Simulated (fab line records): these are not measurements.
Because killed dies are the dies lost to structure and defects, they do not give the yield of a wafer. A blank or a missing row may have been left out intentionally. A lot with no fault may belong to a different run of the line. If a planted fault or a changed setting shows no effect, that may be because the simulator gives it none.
fab line records | flow nand-harc | part 1 of 2: steps 1 to 25 of 37
record: lots: 5 | wafers: 15 | last-day: 22
route steps=1159 shown P_M0@257 P_M1@285
lots that met no fault: from a run of the same line without faults
start-h: start of the lot's first displayed wafer, in hours after the record's first day | wait-h: hours from the lot's prior step to this one | " unchanged from the row above | L1.1+2: one row covering several wafers at once | - no value, or no start given | * or withheld: withheld | < > ~ a bound
route shown NAME@n: names a module that has steps shown in the file, with the first one's number in the route | usual: the fault-free wafers' mean and standard deviation | same: alike in all rows | chamber/n: place in a boat | sites: readings site by site | _std_site: the values' standard deviation | _edge_site: inner sites' mean taken away from outer sites' mean | radius-mm: for every site, how far away it sits from the centre of the wafer | mask NAME#n: copy n | behind: the last tool/chamber to shape the wafer | hold: cause of the lot's hold/its duration in hours/its outcome | device: which transistor (n, p or np) failed to switch | end of line: tests run on the same wafers once the route is complete | a step given without rows: its recipe and nothing more | killed: at the first sort, the dies lost to defects and structure; wafer yield is something else | map: shows each die of a wafer: x if killed, . if not, _ if none is there
set.NAME: the setting that was run; set.NAME@STEP: the one run at that earlier step | model.NAME: the simulator's own value behind a step, which no gauge read
lots at selected steps of the route; one table per step, one row per wafer
services: when a tool's chamber went out of use (start-h, in hours from the record's first day, below 0 if earlier), for how many hours, and the reason
== steps ==
step: NHARC_P_M0_COAT_03
recipe: spin-rpm: 1500 | resist-thk-nm: 90
usual: chill-plate-temp-C: 22.99/0.11
lot.wafer | tool           | chamber | start-h | wait-h | chill-plate-temp-C
L077.1    | litho-track-01 | 0       | -       | -      | 23.10
L077.3    | "              | 0       | "       | "      | 22.83
L077.5    | "              | 0       | "       | "      | 22.90
L078.2    | litho-track-04 | 0       | -       | -      | 23.06
L078.4    | "              | 0       | "       | "      | 22.77
L078.6    | "              | 0       | "       | "      | 23.02
L080.1    | litho-track-04 | 0       | -       | -      | 22.96
L080.2    | "              | 0       | "       | "      | 23.13
L080.6    | "              | 0       | "       | "      | 23.30
L083.4    | litho-track-04 | 0       | -       | -      | 23.03
L083.5    | "              | 0       | "       | "      | 23.03
L083.6    | "              | 0       | "       | "      | 22.90
L085.1    | litho-track-04 | 0       | -       | -      | 22.92
L085.2    | "              | 0       | "       | "      | 23.02
L085.3    | "              | 0       | "       | "      | 22.84
step: NHARC_P_M0_SOFTBAKE_04
recipe: temp-c: 105 | time-s: 55
usual: chill-plate-temp-C: 22.99/0.12
lot.wafer | tool           | chamber | start-h | wait-h | chill-plate-temp-C
L077.1    | litho-track-01 | 0       | -       | -      | 23.00
L077.3    | "              | 0       | "       | "      | 22.84
L077.5    | "              | 0       | "       | "      | 22.80
L078.2    | litho-track-04 | 0       | -       | -      | 22.82
L078.4    | "              | 0       | "       | "      | 22.75
L078.6    | "              | 0       | "       | "      | 22.86
L080.1    | litho-track-04 | 0       | -       | -      | 23.13
L080.2    | "              | 0       | "       | "      | 23.11
L080.6    | "              | 0       | "       | "      | 23.04
L083.4    | litho-track-04 | 0       | -       | -      | 22.88
L083.5    | "              | 0       | "       | "      | 22.95
L083.6    | "              | 0       | "       | "      | 22.92
L085.1    | litho-track-04 | 0       | -       | -      | 22.84
L085.2    | "              | 0       | "       | "      | 22.96
L085.3    | "              | 0       | "       | "      | 22.71
step: NHARC_P_M0_EBR_05
usual: chill-plate-temp-C: 23.00/0.11
lot.wafer | tool           | chamber | start-h | wait-h | chill-plate-temp-C
L077.1    | litho-track-01 | 0       | -       | -      | 22.97
L077.3    | "              | 0       | "       | "      | 22.78
L077.5    | "              | 0       | "       | "      | 22.78
L078.2    | litho-track-04 | 0       | -       | -      | 22.97
L078.4    | "              | 0       | "       | "      | 22.84
L078.6    | "              | 0       | "       | "      | 22.87
L080.1    | litho-track-04 | 0       | -       | -      | 22.99
L080.2    | "              | 0       | "       | "      | 23.04
L080.6    | "              | 0       | "       | "      | 22.99
L083.4    | litho-track-04 | 0       | -       | -      | 23.03
L083.5    | "              | 0       | "       | "      | 23.18
L083.6    | "              | 0       | "       | "      | 23.16
L085.1    | litho-track-04 | 0       | -       | -      | 22.98
L085.2    | "              | 0       | "       | "      | 22.98
L085.3    | "              | 0       | "       | "      | 23.03
step: NHARC_P_M0_EXPOSE_06
recipe: na: 1.35 | target-cd-nm: 90 | dose-mj: 81.28 | mask-id: P_M0
same: na: 1.35
lot.wafer  | tool            | chamber | start-h | wait-h | mask
L077.1+3+5 | arfi-scanner-02 | 0       | 130.43  | -      | P_M0#0
L078.2+4+6 | arfi-scanner-02 | 0       | 139.61  | -      | P_M0#0
L080.1+2+6 | arfi-scanner-02 | 0       | 150.49  | -      | P_M0#0
L083.4+5+6 | arfi-scanner-01 | 0       | 175.54  | -      | P_M0#0
L085.1+2+3 | arfi-scanner-02 | 0       | 197.14  | -      | P_M0#0
step: NHARC_P_M0_PEB_07
recipe: peb-temp-c: 100 | peb-time-s: 65
usual: chill-plate-temp-C: 23.00/0.14
lot.wafer | tool           | chamber | start-h | wait-h | chill-plate-temp-C
L077.1    | litho-track-06 | 0       | 130.49  | 0.1    | 22.87
L077.3    | "              | 0       | "       | "      | 22.88
L077.5    | "              | 0       | "       | "      | 22.85
L078.2    | litho-track-04 | 0       | 139.67  | 0.1    | 23.16
L078.4    | "              | 0       | "       | "      | 23.08
L078.6    | "              | 0       | "       | "      | 23.20
L080.1    | litho-track-01 | 0       | 150.55  | 0.1    | 23.00
L080.2    | "              | 0       | "       | "      | 22.98
L080.6    | "              | 0       | "       | "      | 23.07
L083.4    | litho-track-04 | 0       | 175.59  | 0.0    | 23.09
L083.5    | "              | 0       | "       | "      | 23.05
L083.6    | "              | 0       | "       | "      | 22.96
L085.1    | litho-track-04 | 0       | 197.20  | 0.1    | 23.11
L085.2    | "              | 0       | "       | "      | 22.83
L085.3    | "              | 0       | "       | "      | 23.00
step: NHARC_P_M0_DEVELOP_08
recipe: develop-time-s: 35 | dev-temp-c: 23
usual: chill-plate-temp-C: 22.98/0.097
lot.wafer | tool           | chamber | start-h | wait-h | chill-plate-temp-C
L077.1    | litho-track-06 | 0       | -       | -      | 23.09
L077.3    | "              | 0       | "       | "      | 23.06
L077.5    | "              | 0       | "       | "      | 23.06
L078.2    | litho-track-04 | 0       | -       | -      | 23.00
L078.4    | "              | 0       | "       | "      | 23.14
L078.6    | "              | 0       | "       | "      | 23.08
L080.1    | litho-track-01 | 0       | -       | -      | 22.90
L080.2    | "              | 0       | "       | "      | 22.81
L080.6    | "              | 0       | "       | "      | 23.02
L083.4    | litho-track-04 | 0       | -       | -      | 23.01
L083.5    | "              | 0       | "       | "      | 22.94
L083.6    | "              | 0       | "       | "      | 22.94
L085.1    | litho-track-04 | 0       | -       | -      | 22.93
L085.2    | "              | 0       | "       | "      | 22.90
L085.3    | "              | 0       | "       | "      | 23.08
step: NHARC_P_M0_CD_MEAS_09
recipe: target-cd-nm: 90 | landing-energy-ev: 500
usual: cd-nm: 89.9/0.52
lot.wafer | tool      | chamber | start-h | wait-h | cd-nm
L077.1    | cd-sem-01 | 0       | 130.57  | -      | 90.2
L077.3    | "         | 0       | "       | "      | 89.2
L077.5    | "         | 0       | "       | "      | 89.5
L078.2    | cd-sem-03 | 0       | 139.75  | -      | 88.7
L078.4    | "         | 0       | "       | "      | 89.9
L078.6    | "         | 0       | "       | "      | 89.5
L080.1    | cd-sem-01 | 0       | 150.63  | -      | 90.8
L080.2    | "         | 0       | "       | "      | 90.3
L080.6    | "         | 0       | "       | "      | 90.5
L083.4    | cd-sem-03 | 0       | 175.67  | -      | 89.3
L083.5    | "         | 0       | "       | "      | 89.6
L083.6    | "         | 0       | "       | "      | 89.1
L085.1    | cd-sem-03 | 0       | 197.28  | -      | 89.8
L085.2    | "         | 0       | "       | "      | 89.3
L085.3    | "         | 0       | "       | "      | 89.7
step: NHARC_P_M0_OVL_MEAS_10
recipe: pitch-nm: 180
usual: overlay-x-nm: 0.0/0.65 | overlay-y-nm: 0.1/0.75
lot.wafer | tool       | chamber | start-h | wait-h | overlay-x-nm | overlay-y-nm
L077.1    | overlay-02 | -       | 130.66  | -      | -1.1         | 0.9
L077.3    | "          | -       | "       | "      | -0.6         | 0.8
L077.5    | "          | -       | "       | "      | -1.0         | 1.5
L078.2    | overlay-01 | -       | 139.83  | -      | -0.6         | -0.7
L078.4    | "          | -       | "       | "      | -0.4         | 0.3
L078.6    | "          | -       | "       | "      | 0.0          | -0.4
L080.1    | overlay-02 | -       | 150.72  | -      | 0.3          | 1.2
L080.2    | "          | -       | "       | "      | 0.5          | 1.2
L080.6    | "          | -       | "       | "      | 0.1          | 1.2
L083.4    | overlay-01 | -       | 175.77  | -      | -0.5         | 0.8
L083.5    | "          | -       | "       | "      | -0.4         | 1.6
L083.6    | "          | -       | "       | "      | 0.0          | 1.1
L085.1    | overlay-02 | -       | 197.37  | -      | 0.1          | 1.0
L085.2    | "          | -       | "       | "      | -0.1         | 0.9
L085.3    | "          | -       | "       | "      | 0.2          | 1.2
step: NHARC_P_M0_INSPECT_11
usual: raw-defect-count: 3.9/2.1
lot.wafer | tool              | chamber | start-h | wait-h | raw-defect-count
L077.1    | defect-inspect-01 | -       | 130.69  | 0.0    | 7
L077.3    | "                 | -       | "       | "      | 11
L077.5    | "                 | -       | "       | "      | 3
L078.2    | defect-inspect-02 | -       | 139.87  | 0.0    | 6
L078.4    | "                 | -       | "       | "      | 7
L078.6    | "                 | -       | "       | "      | 6
L080.1    | defect-inspect-02 | -       | 150.75  | 0.0    | 3
L080.2    | "                 | -       | "       | "      | 3
L080.6    | "                 | -       | "       | "      | 5
L083.4    | defect-inspect-01 | -       | 175.80  | 0.0    | 2
L083.5    | "                 | -       | "       | "      | 9
L083.6    | "                 | -       | "       | "      | 6
L085.1    | defect-inspect-02 | -       | 197.41  | 0.0    | 4
L085.2    | "                 | -       | "       | "      | 2
L085.3    | "                 | -       | "       | "      | 1
step: NHARC_P_M0_DESCUM_14
recipe: time-s: 3 | o2-flow-sccm: 200 | ar-flow-sccm: 0 | bias-power-w: 0 | chemistry: O2
usual: drypump-motor-current-A: 5.79/0.3 | oes-product-au: 1.000/0.0075 | rf-vpp-V: 57.9/0.93 | showerhead-plenum-p-Torr: 1.93/0.089 | throttle-valve-pct: 11.311/0.0086
lot.wafer | tool        | chamber | start-h | wait-h | drypump-motor-current-A | oes-product-au | rf-hours-counter-h | rf-vpp-V | showerhead-plenum-p-Torr | throttle-valve-pct
L077.1    | rie-diel-06 | 2       | 130.77  | 0.1    | 5.88                    | 0.997          | 3                  | 58.9     | 1.98                     | 11.307
L077.3    | "           | 3       | "       | "      | 5.56                    | 1.004          | 3                  | 57.4     | 1.84                     | 11.298
L077.5    | "           | 0       | "       | "      | 5.29                    | 1.002          | -                  | 58.2     | 2.03                     | 11.312
L078.2    | rie-diel-09 | 0       | 139.94  | 0.1    | 6.44                    | 1.008          | 5                  | 58.7     | 1.94                     | 11.312
L078.4    | "           | 2       | "       | "      | 6.02                    | 1.001          | 5                  | 57.0     | 1.88                     | 11.307
L078.6    | "           | 0       | "       | "      | 6.45                    | 1.013          | -                  | 57.5     | 1.94                     | 11.307
L080.1    | rie-diel-05 | 0       | 150.81  | 0.1    | 5.47                    | 0.990          | 10                 | 59.1     | 2.07                     | 11.300
L080.2    | "           | 3       | "       | "      | 6.01                    | 0.994          | 10                 | 56.8     | 1.95                     | 11.307
L080.6    | "           | 0       | "       | "      | 5.48                    | 0.988          | -                  | 57.3     | 2.07                     | 11.298
L083.4    | rie-diel-09 | 3       | 175.89  | 0.1    | 5.42                    | 1.005          | 6                  | 56.8     | 1.94                     | 11.300
L083.5    | "           | 0       | "       | "      | 6.41                    | 1.013          | -                  | 58.7     | 1.94                     | 11.308
L083.6    | "           | 1       | "       | "      | 6.12                    | 0.986          | -                  | 58.9     | 2.05                     | 11.322
L085.2    | rie-diel-05 | 1       | 197.48  | 0.1    | 5.92                    | 1.004          | 1                  | 57.4     | 1.82                     | 11.304
L085.3    | "           | 2       | "       | "      | 5.72                    | 1.002          | 1                  | 57.7     | 1.82                     | 11.316
L085.1    | "           | 3       | "       | "      | 6.04                    | 1.004          | 1                  | 57.3     | 1.94                     | 11.315
step: NHARC_P_M0_ETCH_34
recipe: target-depth-a: 400 | overetch-a: 120 | time-s: 43.94 | ion-energy-ev: 200 | n2-flow-sccm: 150 | h2-flow-sccm: 150 | ar-flow-sccm: 0 | rf-w: 400 | bias-w: 150 | chemistry: N2/H2
usual: drypump-motor-current-A: 5.80/0.28 | oes-product-au: 0.998/0.008 | rf-vpp-V: 430.9/2.7 | showerhead-plenum-p-Torr: 2.05/0.096 | throttle-valve-pct: 14.170/0.0093
lot.wafer | tool        | chamber | start-h | wait-h | drypump-motor-current-A | oes-product-au | rf-hours-counter-h | rf-vpp-V | showerhead-plenum-p-Torr | throttle-valve-pct
L077.1    | rie-diel-06 | 3       | 130.84  | 0.1    | 5.54                    | 0.994          | 3                  | 427.9    | 1.96                     | 14.163
L077.3    | "           | 0       | "       | "      | 5.30                    | 0.992          | 3                  | 433.2    | 2.17                     | 14.155
L077.5    | "           | 0       | "       | "      | 5.30                    | 1.003          | -                  | 434.6    | 2.17                     | 14.188
L078.2    | rie-diel-09 | 1       | 140.02  | 0.1    | 6.11                    | 0.995          | 5                  | 435.8    | 2.18                     | 14.168
L078.4    | "           | 2       | "       | "      | 6.01                    | 1.003          | 5                  | 428.3    | 2.01                     | 14.176
L078.6    | "           | 0       | "       | "      | 6.43                    | 1.007          | -                  | 431.2    | 2.07                     | 14.170
L080.1    | rie-diel-05 | 1       | 150.90  | 0.1    | 5.95                    | 0.989          | 10                 | 427.7    | 1.94                     | 14.175
L080.2    | "           | 3       | "       | "      | 6.01                    | 1.001          | 10                 | 431.2    | 2.08                     | 14.161
L080.6    | "           | 1       | "       | "      | 5.94                    | 0.992          | -                  | 428.6    | 1.94                     | 14.183
L083.4    | rie-diel-09 | 0       | 175.96  | 0.1    | 6.46                    | 1.019          | 7                  | 432.2    | 2.07                     | 14.172
L083.5    | "           | 2       | "       | "      | 6.02                    | 1.013          | -                  | 429.8    | 2.01                     | 14.171
L083.6    | "           | 3       | "       | "      | 5.39                    | 0.997          | -                  | 430.1    | 2.06                     | 14.170
L085.3    | rie-diel-05 | 2       | 197.56  | 0.1    | 5.74                    | 0.991          | 1                  | 429.2    | 1.94                     | 14.172
L085.2    | "           | 3       | "       | "      | 6.02                    | 0.995          | 1                  | 432.2    | 2.07                     | 14.158
L085.1    | "           | 0       | "       | "      | 5.47                    | 1.003          | 1                  | 434.8    | 2.21                     | 14.167
step: NHARC_P_M0_ETCH_15
recipe: target-depth-a: 1500 | overetch-a: 150 | time-s: 82.5 | c4f8-flow-sccm: withheld | ar-flow-sccm: 400 | rf-w: 600 | bias-w: 300 | chemistry: C4F8/Ar
usual: oes-product-au: 0.953/0.024 | rf-vpp-V: 441.4/2.9
lot.wafer | tool        | chamber | start-h | wait-h | oes-product-au | rf-hours-counter-h | rf-vpp-V
L077.1    | rie-diel-06 | 3       | -       | -      | 0.970          | 3                  | 439.2
L077.3    | "           | 0       | "       | "      | 0.961          | 3                  | 443.5
L077.5    | "           | 3       | "       | "      | 0.970          | -                  | 437.8
L078.2    | rie-diel-09 | 0       | -       | -      | 0.962          | 5                  | 439.2
L078.4    | "           | 1       | "       | "      | 0.982          | 5                  | 444.9
L078.6    | "           | 0       | "       | "      | 0.957          | -                  | 440.6
L080.2    | rie-diel-05 | 1       | -       | -      | 0.921          | 10                 | 439.5
L080.1    | "           | 3       | "       | "      | 0.930          | 10                 | 442.5
L080.6    | "           | 1       | "       | "      | 0.917          | -                  | 438.4
L083.4    | rie-diel-09 | 2       | -       | -      | 0.997          | 6                  | 440.4
L083.6    | "           | 3       | "       | "      | 0.988          | -                  | 442.0
L083.5    | "           | 0       | "       | "      | 0.978          | -                  | 441.9
L085.3    | rie-diel-05 | 3       | -       | -      | 0.937          | 1                  | 440.4
L085.1    | "           | 1       | "       | "      | 0.927          | 1                  | 437.4
L085.2    | "           | 2       | "       | "      | 0.930          | 1                  | 437.5
step: NHARC_P_M0_CD_MEAS_16
usual: cd-nm: 89.8/0.62
lot.wafer | tool      | chamber | start-h | wait-h | cd-nm
L077.1    | cd-sem-01 | -       | 131.05  | -      | 90.7
L077.3    | "         | -       | "       | "      | 89.5
L077.5    | "         | -       | "       | "      | 89.4
L078.2    | cd-sem-01 | -       | 140.23  | -      | 88.8
L078.4    | "         | -       | "       | "      | 90.6
L078.6    | "         | -       | "       | "      | 89.1
L080.1    | cd-sem-03 | -       | 151.12  | -      | 90.4
L080.2    | "         | -       | "       | "      | 90.3
L080.6    | "         | -       | "       | "      | 90.4
L083.4    | cd-sem-03 | -       | 176.19  | -      | 88.9
L083.5    | "         | -       | "       | "      | 89.8
L083.6    | "         | -       | "       | "      | 89.5
L085.1    | cd-sem-02 | -       | 197.78  | -      | 89.6
L085.2    | "         | -       | "       | "      | 88.8
L085.3    | "         | -       | "       | "      | 89.3
step: NHARC_P_M0_STRIP_18
recipe: power-w: 1000 | n2-flow-sccm: 150 | h2-flow-sccm: 150 | ar-flow-sccm: 0 | bias-w: 0 | chemistry: N2/H2
usual: drypump-motor-current-A: 5.8/0.34 | oes-product-au: 1.000/0.0087 | power-w: 1000.0/2.7 | rf-vpp-V: 90.8/0.94 | showerhead-plenum-p-Torr: 2.07/0.082 | throttle-valve-pct: 14.171/0.0085
lot.wafer | tool        | chamber | start-h | wait-h | drypump-motor-current-A | oes-product-au | power-w | rf-hours-counter-h | rf-vpp-V | showerhead-plenum-p-Torr | throttle-valve-pct
L077.1    | rie-diel-05 | 0       | 131.13  | 0.1    | 5.4                     | 0.984          | 998.3   | 9                  | 92.1     | 2.21                     | 14.172
L077.3    | "           | 2       | "       | "      | 5.7                     | 0.987          | 1000.2  | 10                 | 90.5     | 1.94                     | 14.172
L077.5    | "           | 0       | "       | "      | 5.4                     | 0.991          | 996.7   | -                  | 90.9     | 2.21                     | 14.148
L078.2    | rie-diel-06 | 1       | 140.36  | 0.1    | 5.6                     | 0.999          | 999.4   | 5                  | 91.0     | 2.06                     | 14.162
L078.4    | "           | 2       | "       | "      | 5.9                     | 1.005          | 996.8   | 4                  | 91.1     | 2.11                     | 14.181
L078.6    | "           | 0       | "       | "      | 5.3                     | 1.001          | 998.9   | -                  | 91.0     | 2.17                     | 14.175
L080.2    | rie-diel-09 | 2       | 151.22  | 0.1    | 6.0                     | 1.013          | 998.8   | 5                  | 89.3     | 2.01                     | 14.187
L080.1    | "           | 0       | "       | "      | 6.4                     | 1.012          | 999.3   | 6                  | 91.1     | 2.07                     | 14.172
L080.6    | "           | 1       | "       | "      | 6.1                     | 1.006          | 995.4   | -                  | 90.9     | 2.18                     | 14.167
L083.4    | rie-diel-05 | 3       | 176.29  | 0.1    | 6.0                     | 0.994          | 999.6   | 0                  | 91.6     | 2.07                     | 14.164
L083.6    | "           | 2       | "       | "      | 5.8                     | 0.990          | 1000.0  | -                  | 90.0     | 1.94                     | 14.167
L083.5    | "           | 3       | "       | "      | 6.0                     | 1.005          | 1004.5  | -                  | 91.7     | 2.07                     | 14.179
L085.2    | rie-diel-05 | 1       | 197.85  | 0.1    | 5.9                     | 0.992          | 1002.0  | 1                  | 90.5     | 1.94                     | 14.177
L085.3    | "           | 3       | "       | "      | 6.0                     | 0.999          | 998.7   | 1                  | 90.2     | 2.07                     | 14.170
L085.1    | "           | 0       | "       | "      | 5.4                     | 0.997          | 1001.0  | 1                  | 92.2     | 2.21                     | 14.173
step: NHARC_P_M0_STRIP_19
recipe: time-s: 600 | temp-c: 30 | chemistry: post-etch-residue-remover
lot.wafer  | tool         | chamber | start-h | wait-h
L077.3+1+5 | wet-bench-05 | 4,7,0   | 131.41  | -
L078.2+4+6 | wet-bench-01 | 0,1,2   | 140.59  | -
L080.1+6+2 | wet-bench-04 | 1,2,5   | 151.48  | -
L083.6+4+5 | wet-bench-04 | 0,1,4   | 176.56  | -
L085.2+1+3 | wet-bench-04 | 5,7,1   | 198.14  | -
step: NHARC_P_M0_DEGAS_28
recipe: temp-c: 250 | time-s: 60
usual: heater-power-w: 366/45
lot.wafer | tool           | chamber | start-h | wait-h | heater-power-w
L077.1    | pvd-sputter-03 | -       | 131.68  | -      | 491
L077.3    | "              | -       | "       | "      | 407
L077.5    | "              | -       | "       | "      | 478
L078.2    | pvd-sputter-02 | -       | 140.84  | -      | 314
L078.4    | "              | -       | "       | "      | 335
L078.6    | "              | -       | "       | "      | 329
L080.2    | pvd-sputter-02 | -       | 151.78  | -      | 335
L080.1    | "              | -       | "       | "      | 310
L080.6    | "              | -       | "       | "      | 342
L083.4    | pvd-sputter-02 | -       | 176.86  | -      | 338
L083.6    | "              | -       | "       | "      | 332
L083.5    | "              | -       | "       | "      | 341
L085.1    | pvd-sputter-02 | -       | 198.41  | -      | 323
L085.2    | "              | -       | "       | "      | 334
L085.3    | "              | -       | "       | "      | 331
step: NHARC_P_M0_PRE_CLEAN_29
recipe: time-s: 30 | temp-c: 280 | gas: H2/He
usual: heater-power-w: 451/60
lot.wafer | tool           | chamber | start-h | wait-h | heater-power-w
L077.3    | pvd-sputter-03 | -       | -       | -      | 587
L077.1    | "              | -       | "       | "      | 439
L077.5    | "              | -       | "       | "      | 591
L078.2    | pvd-sputter-02 | -       | -       | -      | 400
L078.4    | "              | -       | "       | "      | 428
L078.6    | "              | -       | "       | "      | 425
L080.2    | pvd-sputter-02 | -       | -       | -      | 410
L080.1    | "              | -       | "       | "      | 413
L080.6    | "              | -       | "       | "      | 409
L083.4    | pvd-sputter-02 | -       | -       | -      | 412
L083.5    | "              | -       | "       | "      | 413
L083.6    | "              | -       | "       | "      | 381
L085.1    | pvd-sputter-02 | -       | -       | -      | 414
L085.3    | "              | -       | "       | "      | 377
L085.2    | "              | -       | "       | "      | 397
step: NHARC_P_M0_PVD_20
recipe: target-thk-a: 50 | bias-v: 168.6 | power-w: 15000 | chamber-pressure-pa: 0.12 | time-s: 8.06 | substrate-temp-c: 50 | material: TaN
usual: throttle-valve-pct: 30.1/0.91
lot.wafer | tool           | chamber | start-h | wait-h | throttle-valve-pct
L077.1    | pvd-sputter-03 | -       | -       | -      | 29.6
L077.3    | "              | -       | "       | "      | 30.2
L077.5    | "              | -       | "       | "      | 29.2
L078.4    | pvd-sputter-02 | -       | -       | -      | 28.3
L078.2    | "              | -       | "       | "      | 30.4
L078.6    | "              | -       | "       | "      | 30.1
L080.2    | pvd-sputter-02 | -       | -       | -      | 30.4
L080.1    | "              | -       | "       | "      | 28.2
L080.6    | "              | -       | "       | "      | 27.9
L083.4    | pvd-sputter-02 | -       | -       | -      | 30.4
L083.5    | "              | -       | "       | "      | 28.1
L083.6    | "              | -       | "       | "      | 30.2
L085.3    | pvd-sputter-02 | -       | -       | -      | 31.3
L085.2    | "              | -       | "       | "      | 30.2
L085.1    | "              | -       | "       | "      | 28.1
step: NHARC_P_M0_PVD_21
recipe: target-thk-a: 300 | chamber-pressure-pa: 5 | power-w: 5000 | substrate-temp-c: 30 | time-s: 20.49 | material: Cu
usual: throttle-valve-pct: 30.1/0.92
lot.wafer | tool           | chamber | start-h | wait-h | throttle-valve-pct
L077.1    | pvd-sputter-03 | -       | -       | -      | 30.9
L077.3    | "              | -       | "       | "      | 29.3
L077.5    | "              | -       | "       | "      | 30.3
L078.4    | pvd-sputter-02 | -       | -       | -      | 31.1
L078.2    | "              | -       | "       | "      | 28.5
L078.6    | "              | -       | "       | "      | 30.2
L080.1    | pvd-sputter-02 | -       | -       | -      | 30.1
L080.2    | "              | -       | "       | "      | 30.4
L080.6    | "              | -       | "       | "      | 30.1
L083.4    | pvd-sputter-02 | -       | -       | -      | 30.0
L083.6    | "              | -       | "       | "      | 28.5
L083.5    | "              | -       | "       | "      | 30.2
L085.3    | pvd-sputter-02 | -       | -       | -      | 30.4
L085.2    | "              | -       | "       | "      | 28.1
L085.1    | "              | -       | "       | "      | 30.0
step: NHARC_P_M0_ECD_22
recipe: target-thk-a: 4000 | bath-temp-c: 25 | material: Cu
lot.wafer  | tool      | chamber | start-h | wait-h
L077.1+3+5 | ecd-cu-01 | 1,0,1   | 132.16  | -
L078.2+4+6 | ecd-cu-01 | 0       | 141.20  | -
L080.1+2+6 | ecd-cu-02 | 0,1,0   | 152.13  | -
L083.4+5+6 | ecd-cu-02 | 0,1,0   | 177.36  | -
L085.2+1+3 | ecd-cu-02 | 1,0,0   | 198.77  | -
step: NHARC_P_M0_ANNEAL_30
recipe: temp-c: 225 | time-s: 90
usual: anneal-temp-c-max: 225.86/0.22 | wafer_temp_C_max: 226.4/0.45
lot.wafer | tool          | chamber | start-h | wait-h | anneal-temp-c-max | wafer_temp_C_max
L077.1    | rtp-anneal-01 | 0       | 132.50  | -      | 225.69            | 226.4
L077.3    | "             | 0       | "       | "      | 225.69            | 226.9
L077.5    | "             | 0       | "       | "      | 225.86            | 227.0
L078.2    | rtp-anneal-01 | 0       | 141.63  | 0.4    | 225.65            | 226.6
L078.4    | "             | 0       | "       | "      | 225.74            | 226.3
L078.6    | "             | 0       | "       | "      | 225.51            | 226.5
L080.1    | rtp-anneal-01 | 0       | 152.52  | 0.3    | 225.95            | 226.5
L080.2    | "             | 0       | "       | "      | 225.64            | 226.3
L080.6    | "             | 0       | "       | "      | 225.88            | 227.3
L083.4    | rtp-anneal-02 | 0       | 177.74  | -      | 226.03            | 225.9
L083.5    | "             | 0       | "       | "      | 225.83            | 226.2
L083.6    | "             | 0       | "       | "      | 226.11            | 226.5
L085.1    | rtp-anneal-01 | 0       | 199.31  | 0.4    | 225.42            | 227.1
L085.2    | "             | 0       | "       | "      | 225.66            | 226.7
L085.3    | "             | 0       | "       | "      | 225.74            | 226.9
step: NHARC_P_M0_CMP_23
recipe: t-overpolish-s: 20 | target-thk-nm: 117.53
usual: motor-current-A: 11.9/1.2 | retaining-ring-pressure-frac: 1.000/0.0052 | time-to-endpoint-s: 29.7/2
lot.wafer | tool   | chamber | start-h | wait-h | motor-current-A | retaining-ring-pressure-frac | time-to-endpoint-s
L077.3    | cmp-04 | 0       | 132.85  | -      | 14.0            | 0.999                        | 31.0
L077.1    | "      | 3       | "       | "      | 10.4            | 1.000                        | 29.3
L077.5    | "      | 0       | "       | "      | 15.0            | 0.996                        | 29.7
L078.2    | cmp-03 | 0       | 141.98  | -      | 10.9            | 1.001                        | 27.0
L078.4    | "      | 1       | "       | "      | 11.0            | 1.002                        | 24.4
L078.6    | "      | 2       | "       | "      | 11.2            | 1.000                        | 26.1
L080.1    | cmp-03 | 3       | 153.20  | -      | 11.6            | 0.992                        | 31.5
L080.2    | "      | 0       | "       | "      | 10.5            | 1.005                        | 32.9
L080.6    | "      | 3       | "       | "      | 12.2            | 0.995                        | 34.2
L083.4    | cmp-02 | 1       | 177.93  | -      | 12.3            | 1.005                        | 26.5
L083.5    | "      | 1       | "       | "      | 13.1            | 1.002                        | 26.8
L083.6    | "      | 2       | "       | "      | 10.7            | 0.991                        | 27.0
L085.2    | cmp-03 | 3       | 199.65  | -      | 13.0            | 1.003                        | 32.7
L085.1    | "      | 0       | "       | "      | 10.8            | 0.987                        | 30.8
L085.3    | "      | 2       | "       | "      | 11.3            | 0.998                        | 32.1
step: NHARC_P_M0_THK_MEAS_24
recipe: thk-meas-gauge: xrf
usual: thk-nm: 117.7/1.4
lot.wafer | tool          | chamber | start-h | wait-h | thk-nm
L077.1    | film-metro-02 | -       | 133.16  | -      | 116.8
L077.3    | "             | -       | "       | "      | 118.3
L077.5    | "             | -       | "       | "      | 118.2
L078.2    | film-metro-01 | -       | 142.24  | -      | 118.1
L078.4    | "             | -       | "       | "      | 117.1
L078.6    | "             | -       | "       | "      | 116.3
L080.1    | film-metro-02 | -       | 153.51  | -      | 117.9
L080.2    | "             | -       | "       | "      | 120.4
L080.6    | "             | -       | "       | "      | 119.7
L083.4    | film-metro-02 | -       | 178.24  | -      | 118.4
L083.5    | "             | -       | "       | "      | 118.3
L083.6    | "             | -       | "       | "      | 117.5
L085.1    | film-metro-01 | -       | 199.97  | -      | 118.1
L085.2    | "             | -       | "       | "      | 116.2
L085.3    | "             | -       | "       | "      | 120.0
step: NHARC_P_M0_SRD_25
lot.wafer  | tool         | chamber | start-h | wait-h
L077.3+5+1 | wet-bench-08 | 3,4,6   | 133.21  | 0.0
L078.6+2+4 | wet-bench-10 | 3,7,0   | 142.28  | 0.0
L080.1+6+2 | wet-bench-10 | 0,1,4   | 153.55  | 0.0
L083.4+6+5 | wet-bench-08 | 1,2,3   | 178.30  | 0.1
L085.1+3+2 | wet-bench-10 | 6,1,3   | 200.01  | 0.0
step: NHARC_P_M0_INSPECT_27
usual: raw-defect-count: 282/110
lot.wafer | tool              | chamber | start-h | wait-h | raw-defect-count
L077.1    | defect-inspect-02 | -       | 133.32  | 0.0    | 446
L077.3    | "                 | -       | "       | "      | 366
L077.5    | "                 | -       | "       | "      | 313
L078.2    | defect-inspect-02 | -       | 142.40  | 0.0    | 204
L078.4    | "                 | -       | "       | "      | 356
L078.6    | "                 | -       | "       | "      | 402
L080.1    | defect-inspect-02 | -       | 153.66  | 0.0    | 407
L080.2    | "                 | -       | "       | "      | 438
L080.6    | "                 | -       | "       | "      | 244
L083.4    | defect-inspect-02 | -       | 178.40  | 0.0    | 262
L083.5    | "                 | -       | "       | "      | 172
L083.6    | "                 | -       | "       | "      | 310
L085.1    | defect-inspect-02 | -       | 200.14  | 0.0    | 219
L085.2    | "                 | -       | "       | "      | 176
L085.3    | "                 | -       | "       | "      | 177
